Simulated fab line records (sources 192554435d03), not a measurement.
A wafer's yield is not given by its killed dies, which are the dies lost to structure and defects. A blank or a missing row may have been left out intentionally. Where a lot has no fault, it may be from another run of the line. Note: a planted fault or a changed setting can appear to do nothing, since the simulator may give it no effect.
A struck lot beside a sound one -- flow n5 finfet -- 16 steps out of a route of 1938
Sound: these wafers, L471.1, L471.3, L471.5. Struck: wafers L463.1, L463.2, L463.3. The cause is named last.
Order at every step that has rows: each side's tool, ch and its chambers, its first start. Under that, the readings that differ: sound wafers -- struck wafers -- difference of the means -- sigmas: that difference in standard deviations of wafers without a fault.
alike: words and numbers the same on both sides, and readings whose means are apart by under 2 such deviations; not compared: readings that were withheld, readings missing a value for some wafer, numbers with overlapping values and no deviation given by the record, and bounds like >300 which may hide the same value.
Wherever a step has rows on one side only, a row that says differs or no value, or a row with sigmas, the two part there. Numbers that don't overlap but have no deviation are shown without sigmas and don't part them. Lack of a reading on every wafer of one side parts them only where that side has two or more wafers.

first, 8 steps without rows for these wafers: N5_BEOL_M7_COAT_64 (time 60 s, resist thk 12 nm); N5_BEOL_M7_COAT_71 (time 60 s, resist thk 5 nm); N5_BEOL_M7_COAT_22 (resist thk 30 nm); N5_BEOL_M7_EBR_24; N5_BEOL_M7_SOFTBAKE_23 (time 60 s); N5_BEOL_M7_EXPOSE_25 (exposes mask V6, target cd 40 nm); N5_BEOL_M7_PEB_26 (peb time 60 s); N5_BEOL_M7_DEVELOP_27 (develop time 30 s).
N5_BEOL_M7_CD_MEAS_28: the cd target is 40 nm.
  sound on cd sem-01 ch 0, day 13 14:28; struck on cd sem-02 ch 0, day 11 18:04
  alike: cd nm
N5_BEOL_M7_OVL_MEAS_29:
  sound on overlay-01 ch 0, day 13 14:29; struck on overlay-01 ch 0, day 11 18:05
  alike: V6_OVL
N5_BEOL_M7_INSPECT_30: inspects for defects (brightfield).
  sound on defect inspect-01, day 13 14:33; struck on defect inspect-01, day 11 18:09
  alike: raw defect count
N5_BEOL_M7_DESCUM_33: chemistry O2, time 7 s.
  sound on rie diel-03 ch 1,3, day 13 14:50; struck on rie diel-03 ch 0,2,3, day 11 18:11
  alike: drypump motor current A, oes product au, rf vpp V, showerhead plenum p Torr, throttle valve pct
  not compared: rf hours counter h
N5_BEOL_M7_ETCH_72: etches underlayer in N2/H2, target depth 6.5 nm, time 5.2 s.
  sound on rie diel-03 ch 1,3, day 13 14:52; struck on rie diel-03 ch 0,2,3, day 11 18:13
  no value came back on the struck wafers for any of 8 readings (bias w (W), chamber pressure mTorr (mTorr) and others); on the sound wafers bias w (W) reads 150.0 150.3 150.0
reading,sound,struck,difference,sigmas
model.CAR-EUV_of_BEOL_M7_COAT_22.thk nm (nm),20.2 20.2 20.2,26 26 26,+6,
  not compared: rf hours counter h
N5_BEOL_M7_ETCH_65: etches SiARC in CF4, target depth 15.6 nm, time 26 s.
  sound on rie diel-03 ch 1,3, day 13 14:53; struck on rie diel-03 ch 0,2,3, day 11 18:14
reading,sound,struck,difference,sigmas
bias w (W),36.15 36.02 36.24,36.04 35.79 35.66,-0.31,-3
model.CAR-EUV_of_BEOL_M7_COAT_22.thk nm (nm),11 11 11,16.8 17 16.8,+5.9,
  alike: cf4 flow sccm, drypump motor current A, etch rf on time s, oes product au, rf vpp V, showerhead plenum p Torr, throttle valve pct
  not compared: rf hours counter h
N5_BEOL_M7_ETCH_66: etches SOC in N2/H2, target depth 80 nm, overetch 16 nm, time 120 s.
  sound on rie diel-03 ch 1,3, day 13 14:55; struck on rie diel-03 ch 0,2,3, day 11 18:16
  alike: bias w, chamber pressure mTorr, drypump motor current A, oes product au, rf vpp V, showerhead plenum p Torr, throttle valve pct
  not compared: rf hours counter h
following that, these wafers have no rows for 1 step: N5_PASSIVATION_PROBE_49.

WHERE THEY PART
Last at N5_BEOL_M7_ETCH_65 as far as this record goes, first at N5_BEOL_M7_ETCH_72. Later steps at which nothing parts them and some readings are alike: N5_BEOL_M7_ETCH_66.

WHY: what had been put in by the simulator
At N5_BEOL_M7_ETCH_72, the step was skipped entirely on rie diel-03 from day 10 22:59 on. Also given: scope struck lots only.
